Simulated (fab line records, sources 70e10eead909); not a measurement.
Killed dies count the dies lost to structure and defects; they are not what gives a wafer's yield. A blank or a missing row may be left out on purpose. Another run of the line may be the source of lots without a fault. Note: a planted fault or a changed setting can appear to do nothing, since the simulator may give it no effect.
Chamber matching	flow nand_harc	NHARC_A_M0_DEP_32 on pecvd-01 has 3 sister chambers
The step deposits SiCN, target thk 30 nm. 14 wafers are shown with their chamber, then 7 later ones without.

## EACH WAFER AND ITS CHAMBER
wafer	chamber	heater_power_w (W)	rf_fwd_power_W (W)
L666.2	1	530	448.0
L666.3	0	530	448.3
L666.4	1	538	448.1
L676.1	0	514	449.3
L676.2	1	507	449.5
L676.3	1	498	449.8
L677.1	1	494	450.8
L677.3	2	507	448.5
L677.6	1	520	449.0
L679.1	1	576	449.5
L679.2	0	526	449.0
L679.4	0	529	449.0
L681.1	1	599	449.0
L681.3	2	464	449.3

SIGNATURES, as means of the wafers listed above
reading	chamber 0	chamber 1	chamber 2	scatter within a chamber
heater_power_w	524.75	532.75	485.50	31.5
rf_fwd_power_W	448.900	449.212	448.900	0.78
Rule: distance of a wafer from a chamber = root of the sum over the readings of ((wafer's reading minus chamber's mean) / reading's scatter) squared. If the next closest chamber is less than 2 further off than the closest, the wafer can't be placed; otherwise it belongs to the closest. How the scatter is found: for the shown wafers, subtract from each reading the mean of its chamber, square and add these, divide the total by (wafers less chambers), then take the root.

## WAFERS WHOSE CHAMBER IS MISSING
wafer	heater_power_w (W)	rf_fwd_power_W (W)
L681.6	506	447.4
L686.1	546	449.5
L686.2	430	448.8
L686.3	496	447.5
L682.3	483	448.5
L682.4	496	449.7
L682.6	492	449.8

## THE CHAMBER EACH PASSED THROUGH
wafer	from the rows above	in truth
L681.6	can't be placed: 0 or 2 or 1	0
L686.1	can't be placed: 1 or 0 or 2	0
L686.2	can't be placed: 2 or 0 or 1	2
L686.3	can't be placed: 2 or 0 or 1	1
L682.3	can't be placed: 2 or 0 or 1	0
L682.4	can't be placed: 2 or 1 or 0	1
L682.6	can't be placed: 2 or 1 or 0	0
Correct placement for 0 of the 7. Not placeable from these rows: 7 (in 7, the candidates include the true chamber). Placed wrongly: 0.
